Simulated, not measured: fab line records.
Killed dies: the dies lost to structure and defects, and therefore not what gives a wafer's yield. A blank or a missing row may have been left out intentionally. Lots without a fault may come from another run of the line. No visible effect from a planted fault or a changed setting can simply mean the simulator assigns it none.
Which tool did it? | flow nand_harc | 6 lots with 17 wafers sampled at 2 steps, on a route of 1302 steps

== WHAT EACH GAUGE READ, for each wafer ==
NHARC_A_CHANNEL_HOLE_D1_INSPECT_40.
lot  | measured     | on                | raw_defect_count
L909 | day 9 06:11  | defect_inspect-01 | 77 70 91
L911 | day 9 20:39  | defect_inspect-02 | 44 38 46
L916 | day 13 02:39 | defect_inspect-01 | 92 74 117
L913 | day 13 17:57 | defect_inspect-01 | 83 52
L922 | day 15 00:35 | defect_inspect-02 | 98 123 128
L930 | day 18 04:39 | defect_inspect-01 | 116 98 104

== TOOL THAT RAN EACH LOT (tool first, then ch and the chambers of the sampled wafers, then the start) ==
lot  | NHARC_A_CHANNEL_HOLE_D1_ETCH_21
L909 | har_etch-02 ch 0,1, day 9 00:49
L911 | har_etch-01 ch 0,1, day 9 15:26
L916 | har_etch-02 ch 1, day 12 20:53
L913 | har_etch-01 ch 1, day 13 12:40
L922 | har_etch-02 ch 0,1, day 14 19:28
L930 | har_etch-01 ch 0,1, day 17 23:36
- NHARC_A_CHANNEL_HOLE_D1_ETCH_21: etches the open film in C4F8/O2/Ar, time 514.3 s, target depth 1600 nm.

== THE ANSWER, worked out from the rows above alone ==
Rule: the lots themselves supply what counts as usual. The widest of any qualifying gaps counts: lots, ordered by their means at a reading, are off when they make up no more than a third of the lots, leave a main group of 4 or more, and stand apart from it by 3 or more times the standard deviation of that group's means. The tables above print the reading to a certain number of digits; a main group whose means all agree to those digits is not used. A lot without any number at a reading at which 4 lots or more have one is off too. The other lots that the step has rows for count as sound.
Across all readings shown, no lot is off: no conclusion can be drawn from this.

== WHAT WAS PUT IN BY THE SIMULATOR ==
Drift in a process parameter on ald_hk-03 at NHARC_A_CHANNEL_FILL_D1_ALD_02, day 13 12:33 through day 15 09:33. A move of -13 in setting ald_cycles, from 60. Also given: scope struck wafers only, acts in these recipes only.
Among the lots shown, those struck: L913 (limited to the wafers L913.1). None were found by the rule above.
